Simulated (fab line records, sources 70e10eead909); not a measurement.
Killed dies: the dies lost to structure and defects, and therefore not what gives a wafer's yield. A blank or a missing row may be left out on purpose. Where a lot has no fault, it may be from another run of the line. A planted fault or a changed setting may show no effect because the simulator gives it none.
fab line records | flow nand-harc
[record] lots = 11 wafers = 33 last-day = 24
route steps=1159 shown P_ZERO_WELL@61 P_GATE@140
lots that met no fault: taken from a fault-free run of the same line
start-h: hours from the record's opening day to when the first of the lot's shown wafers began | wait-h: hours from the lot's prior step to this one | " unchanged from the row above | L1.1+2: a single row standing in for several wafers | - no value, or no start was given | * or withheld: withheld | < > ~ a bound
route shown NAME@n: names a module that has steps shown in the file, with the first one's number in the route | usual: mean/standard deviation taken from wafers without a fault | same: alike in all rows | chamber/n: place in a boat | sites: readings site by site | _std_site: their standard deviation | _edge_site: inner sites' mean taken away from outer sites' mean | radius-mm: how far each site lies from the wafer's centre | mask NAME#n: copy n | behind: the last tool/chamber to shape the wafer | hold: the reason the lot was held/the length of the hold in hours/how it ended | device: transistor that didn't switch, given as n, p or np | end of line: at the end of the route, the tests of the same wafers | a step without rows: its recipe alone | killed: at the first sort, the dies lost to defects and structure; wafer yield is something else | map: a wafer's dies, marking killed ones x, the rest . and places with no die _
set.NAME: the setting that was run; set.NAME@STEP: the one run at that earlier step | model.NAME: the simulator's own value behind a step, which no gauge read
steps of the route over a sample of lots; a table a step, a row a wafer
services: the hour from which a tool's chamber was out of use, counted from the record's first day as start-h (under 0 if before that day), plus the number of hours and why
[[steps]]
[step NHARC_P_ZERO_WELL_DESCUM_54]
[recipe] time-s = 3 o2-flow-sccm = 200 ar-flow-sccm = 0 bias-power-w = 0 chemistry = O2
[usual] drypump-motor-current-A = 5.8/0.35 o2-flow-sccm = 200.0/0.66 oes-product-au = 1.003/0.0089 rf-vpp-V = 58.0/0.9 showerhead-plenum-p-Torr = 1.93/0.087 throttle-valve-pct = 11.311/0.0084
// columns lot.wafer tool chamber start-h wait-h drypump-motor-current-A o2-flow-sccm oes-product-au rf-hours-counter-h rf-vpp-V showerhead-plenum-p-Torr throttle-valve-pct
L497.1 rie-diel-05 2 18.05 - 5.8 199.9 1.009 1.0 56.6 1.83 11.312
L497.2 " 0 " " 5.4 199.1 0.996 1.0 59.1 2.07 11.312
L497.5 " 1 " " 5.9 199.9 1.003 - 57.7 1.83 11.324
L498.4 rie-diel-09 3 23.58 - 5.4 200.3 0.998 8.4 58.4 1.94 11.324
L498.1 " 0 " " 6.4 199.5 0.996 8.0 58.3 1.94 11.301
L498.5 " 1 " " 6.1 200.0 1.011 - 59.3 2.05 11.320
L502.2 rie-diel-05 0 47.94 - 5.5 199.7 0.999 3.1 58.7 2.07 11.311
L502.6 " 3 " " 6.0 201.2 0.992 - 58.9 1.95 11.313
L502.5 " 0 " " 5.5 199.6 0.988 - 57.9 2.07 11.294
L503.3 rie-diel-09 0 53.80 - 6.5 200.8 1.009 10.8 58.5 1.94 11.302
L503.4 " 1 " " 6.1 199.5 1.002 10.6 59.3 2.05 11.312
L503.5 " 3 " " 5.4 199.6 1.000 - 58.5 1.94 11.310
L504.2 rie-diel-09 2 60.02 - 6.0 200.3 1.007 10.8 57.8 1.89 11.304
L504.6 " 1 " " 6.1 199.5 1.006 - 57.7 2.05 11.313
L504.5 " 2 " " 6.0 200.3 1.006 - 57.7 1.89 11.315
L509.1 rie-diel-05 3 90.06 - 6.0 200.4 1.009 6.1 58.7 1.95 11.305
L509.2 " 1 " " 5.9 199.4 0.994 5.5 57.7 1.83 11.312
L509.3 " 2 " " 5.7 199.4 0.994 6.5 58.0 1.83 11.311
L512.1 rie-diel-05 3 107.80 - 6.0 201.1 0.999 7.6 58.1 1.95 11.313
L512.3 " 2 " " 5.7 199.7 0.985 8.0 58.5 1.83 11.311
L512.6 " 0 " " 5.5 200.5 0.989 - 58.0 2.07 11.310
L513.4 rie-diel-09 3 113.94 - 5.4 200.4 1.004 2.1 57.6 1.94 11.305
L513.5 " 2 " " 6.0 199.1 1.019 - 58.0 1.88 11.316
L513.6 " 3 " " 5.4 201.2 1.006 - 58.4 1.94 11.291
L517.3 rie-diel-09 1 137.91 - 6.1 199.8 0.999 5.4 58.8 2.05 11.323
L517.4 " 2 " " 6.0 200.0 1.002 4.5 57.2 1.88 11.314
L517.6 " 1 " " 6.1 199.8 1.001 - 58.0 2.05 11.306
L518.2 rie-diel-09 3 143.70 - 5.4 199.9 1.012 4.6 56.3 1.94 11.313
L518.1 " 0 " " 6.4 200.7 1.002 5.4 59.3 1.94 11.328
L518.4 " 1 " " 6.1 198.9 0.999 5.5 58.8 2.05 11.302
L520.4 rie-diel-09 2 155.91 - 6.0 199.8 1.005 5.2 58.2 1.88 11.316
L520.1 " 3 " " 5.4 201.0 1.017 5.1 58.0 1.94 11.306
L520.5 " 2 " " 6.0 200.0 1.011 - 59.0 1.88 11.322
[step NHARC_P_GATE_DEVELOP_25]
[recipe] develop-time-s = 35 dev-temp-c = 23
[usual] developer-temp-C = 22.99/0.1
[same] develop-time-s = 35
// columns lot.wafer tool chamber start-h wait-h developer-temp-C
L497.1 litho-track-04 0 88 - 22.92
L497.2 " 0 " " 23.20
L497.5 " 0 " " 23.01
L498.1 litho-track-06 0 89 - 23.10
L498.4 " 0 " " 23.07
L498.5 " 0 " " 22.89
L503.3 litho-track-04 0 121 - 22.90
L503.4 " 0 " " 23.06
L503.5 " 0 " " 22.93
L502.2 litho-track-04 0 122 - 22.95
L502.5 " 0 " " 22.98
L502.6 " 0 " " 23.01
L504.2 litho-track-01 0 132 - 22.88
L504.5 " 0 " " 22.82
L504.6 " 0 " " 22.97
L509.1 litho-track-01 0 171 - 23.15
L509.2 " 0 " " 22.99
L509.3 " 0 " " 23.02
L512.1 litho-track-04 0 174 - 20.54
L512.3 " 0 " " 20.55
L512.6 " 0 " " 20.57
L513.4 litho-track-04 0 188 - 20.65
L513.5 " 0 " " 20.66
L513.6 " 0 " " 20.71
L517.3 litho-track-06 0 218 - 22.89
L517.4 " 0 " " 22.89
L517.6 " 0 " " 22.98
L518.1 litho-track-01 0 218 - 22.89
L518.2 " 0 " " 23.04
L518.4 " 0 " " 22.96
L520.1 litho-track-06 0 235 - 22.92
L520.4 " 0 " " 23.01
L520.5 " 0 " " 22.99
[step NHARC_P_GATE_DESCUM_31]
[recipe] time-s = 3 o2-flow-sccm = 200 ar-flow-sccm = 0 bias-power-w = 0 chemistry = O2
[usual] drypump-motor-current-A = 5.7/0.38 o2-flow-sccm = 200.1/0.63 oes-product-au = 1.000/0.0079 rf-vpp-V = 57.6/0.83 showerhead-plenum-p-Torr = 1.88/0.091 throttle-valve-pct = 11.311/0.0082
// columns lot.wafer tool chamber start-h wait-h drypump-motor-current-A o2-flow-sccm oes-product-au rf-hours-counter-h rf-vpp-V showerhead-plenum-p-Torr throttle-valve-pct
L497.2 rie-diel-07 0 88.63 0.1 5.0 198.7 1.010 4 57.8 2.04 11.317
L497.1 " 2 " " 5.5 199.7 0.994 5 56.2 1.78 11.298
L497.5 " 2 " " 5.5 199.7 1.000 - 57.7 1.78 11.310
L498.1 rie-diel-13 3 89.40 0.1 5.4 201.1 1.000 55 56.5 1.90 11.306
L498.5 " 3 " " 5.4 201.1 1.001 - 58.3 1.90 11.308
L498.4 " 1 " " 6.3 199.3 0.994 - 56.9 1.83 11.314
L503.4 rie-diel-13 1 122.14 0.1 6.3 200.0 0.999 6 57.7 1.83 11.292
L503.3 " 3 " " 5.4 199.7 0.983 6 56.6 1.90 11.317
L503.5 " 2 " " 5.7 199.4 0.997 - 58.7 1.78 11.309
L502.2 rie-diel-13 1 122.63 0.1 6.3 200.8 1.009 6 58.2 1.83 11.312
L502.6 " 1 " " 6.3 200.3 1.006 - 57.4 1.83 11.309
L502.5 " 2 " " 5.6 200.7 1.006 - 57.9 1.78 11.306
L504.2 rie-diel-01 1 133.13 0.1 5.8 199.9 0.992 57 57.9 1.84 11.305
L504.5 " 0 " " 5.4 200.7 0.990 - 57.9 1.83 11.310
L504.6 " 1 " " 5.8 199.2 0.999 - 58.6 1.84 11.314
L509.2 rie-diel-07 0 172.06 0.1 5.1 200.8 1.008 20 58.5 2.04 11.314
L509.3 " 1 " " 5.7 199.8 0.997 21 59.1 1.97 11.312
L509.1 " 2 " " 5.5 201.4 1.017 21 57.6 1.77 11.317
L512.3 rie-diel-07 1 174.88 0.1 5.7 199.7 0.996 22 57.9 1.97 11.324
L512.1 " 2 " " 5.5 199.7 0.995 21 57.8 1.77 11.316
L512.6 " 1 " " 5.7 199.4 1.009 - 57.9 1.97 11.300
L513.4 rie-diel-01 0 188.55 0.1 5.4 200.4 1.007 18 58.1 1.82 11.320
L513.5 " 0 " " 5.4 200.4 0.996 - 57.6 1.82 11.315
L513.6 " 1 " " 5.8 200.0 1.006 - 57.4 1.84 11.314
L517.3 rie-diel-07 1 218.73 0.1 5.7 199.2 0.991 22 59.4 1.97 11.311
L517.4 " 2 " " 5.5 199.7 0.997 29 57.4 1.77 11.309
L517.6 " 0 " " 5.1 200.1 1.005 - 57.1 2.04 11.308
L518.1 rie-diel-07 1 218.83 0.1 5.7 199.9 0.998 22 57.0 1.97 11.306
L518.2 " 2 " " 5.5 200.3 1.000 29 57.7 1.77 11.311
L518.4 " 3 " " 6.1 200.5 0.998 27 58.1 1.78 11.318
L520.1 rie-diel-13 3 235.68 0.1 5.4 200.6 0.988 53 58.9 1.88 11.317
L520.4 " 1 " " 6.3 200.2 1.005 48 57.1 1.82 11.327
L520.5 " 0 " " 5.4 199.4 0.990 - 57.7 1.91 11.311
[step NHARC_P_GATE_DESCUM_48]
[recipe] time-s = 3 o2-flow-sccm = 200 ar-flow-sccm = 0 bias-power-w = 0 chemistry = O2
[usual] drypump-motor-current-A = 5.7/0.38 o2-flow-sccm = 200.0/0.6 oes-product-au = 1.001/0.008 rf-vpp-V = 57.6/0.91 showerhead-plenum-p-Torr = 1.87/0.093 throttle-valve-pct = 11.311/0.0087
// columns lot.wafer tool chamber start-h wait-h drypump-motor-current-A o2-flow-sccm oes-product-au rf-hours-counter-h rf-vpp-V showerhead-plenum-p-Torr throttle-valve-pct
L497.2 rie-diel-07 3 100.91 - 6.1 199.7 0.983 6 57.7 1.79 11.320
L497.1 " 0 " " 5.0 200.3 0.994 7 58.9 2.04 11.315
L497.5 " 2 " " 5.5 199.4 0.992 - 56.3 1.78 11.317
L498.1 rie-diel-07 0 102.07 - 5.1 200.1 0.996 7 59.7 2.04 11.333
L498.4 " 1 " " 5.7 199.8 0.995 9 57.5 1.97 11.310
L498.5 " 1 " " 5.7 201.0 1.007 - 58.1 1.97 11.310
L503.4 rie-diel-07 0 134.24 - 5.0 199.7 0.998 11 57.2 2.04 11.314
L503.3 " 2 " " 5.5 200.1 0.994 12 56.9 1.78 11.308
L503.5 " 0 " " 5.0 199.7 0.991 - 59.3 2.04 11.309
L502.2 rie-diel-07 0 136.59 - 5.0 200.6 0.989 11 57.5 2.04 11.306
L502.5 " 1 " " 5.7 199.8 1.000 - 59.1 1.97 11.307
L502.6 " 2 " " 5.5 199.8 0.994 - 56.9 1.78 11.330
L504.2 rie-diel-07 3 145.15 - 6.1 199.5 0.999 12 56.8 1.78 11.324
L504.6 " 2 " " 5.5 199.9 1.004 - 56.4 1.78 11.307
L504.5 " 3 " " 6.1 200.6 0.988 - 58.2 1.79 11.304
L509.2 rie-diel-07 3 184.03 - 6.1 199.5 0.990 20 56.4 1.78 11.317
L509.3 " 0 " " 5.0 199.9 0.993 21 57.5 2.04 11.299
L509.1 " 2 " " 5.5 200.2 0.996 22 56.3 1.77 11.302
L512.1 rie-diel-13 2 190.12 - 5.6 199.8 0.999 29 56.4 1.77 11.319
L512.3 " 3 " " 5.4 199.8 0.986 33 58.1 1.89 11.302
L512.6 " 1 " " 6.3 201.0 0.993 - 57.1 1.82 11.315
L513.4 rie-diel-13 3 200.72 - 5.4 199.6 0.989 38 58.6 1.88 11.310
L513.5 " 2 " " 5.6 200.6 1.001 - 57.5 1.77 11.315
L513.6 " 3 " " 5.4 199.2 0.987 - 57.8 1.88 11.318
L517.3 rie-diel-01 2 233.42 - 6.3 200.2 1.010 33 58.2 1.98 11.307
L517.4 " 0 " " 5.4 201.2 1.005 34 58.2 1.82 11.315
L517.6 " 3 " " 5.5 199.7 1.006 - 58.5 1.93 11.309
L518.1 rie-diel-13 1 233.59 - 6.3 200.3 1.013 48 58.1 1.82 11.306
L518.4 " 3 " " 5.4 199.4 0.995 53 57.6 1.88 11.314
L518.2 " 0 " " 5.5 199.7 1.001 52 56.5 1.91 11.321
L520.1 rie-diel-13 3 247.78 - 5.4 200.4 1.000 56 57.6 1.88 11.300
L520.4 " 2 " " 5.7 199.5 0.994 51 57.9 1.76 11.307
L520.5 " 3 " " 5.4 200.6 0.996 - 56.3 1.88 11.316
[[services]]
// columns tool chamber start-h hours kind
rie-diel-01 1 1.24 16.0 repair
rie-diel-05 3 8.64 12.5 repair
rie-diel-07 1 19.45 2.1 repair
rie-diel-05 0 21.25 6.1 repair
rie-diel-07 - 51.20 9.0 pm
rie-diel-09 - 61.54 0.2 repair
rie-diel-07 0 64.15 9.2 repair
rie-diel-09 1 66.97 6.4 repair
rie-diel-09 - 77.10 9.0 pm
rie-diel-13 0 78.94 12.2 repair
rie-diel-05 0 85.15 7.2 repair
rie-diel-07 3 87.03 8.7 repair
litho-track-01 - 93.00 7.0 pm
rie-diel-07 - 96.43 1.0 repair
rie-diel-13 - 99.03 9.0 pm
rie-diel-05 2 139.94 7.5 repair
litho-track-04 - 141.00 7.0 pm
rie-diel-09 - 159.74 0.3 repair
rie-diel-05 - 163.60 9.0 pm
rie-diel-07 1 176.00 37.6 repair
rie-diel-09 3 192.06 8.1 repair
rie-diel-07 3 220.56 8.0 repair
rie-diel-07 - 228.20 9.0 pm
rie-diel-13 - 230.64 1.0 repair
[[key]]
[first-sign] step = NHARC_P_GATE_DEVELOP_25 reading = developer-temp-C direction = down sigmas = 23 usual = * struck = *
effect none on later readings
met-at NHARC_P_GATE_DEVELOP_25
struck-lots L512,L513
tester-left-out L512,L513
not-acting-at NHARC_P_ZERO_WELL_DESCUM_54,NHARC_P_GATE_DESCUM_31,NHARC_P_GATE_DESCUM_48
onset-between 122 174
[fault] kind = process-parameter-drift tool = litho-track-04 chamber = - onset-h = 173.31 steps = NHARC_P_GATE_DEVELOP_25 channel = dev-temp-c offset = * shape = step end-h = 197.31 acts-in = * stated = *
// tester-left-out: of these lots the tester's yield and bins aren't shown, on N5 and GAA mostly nor the transistor test; their killed dies are dies lost to structure and defects alone, not to doping, threshold or leakage, so they don't give the yield
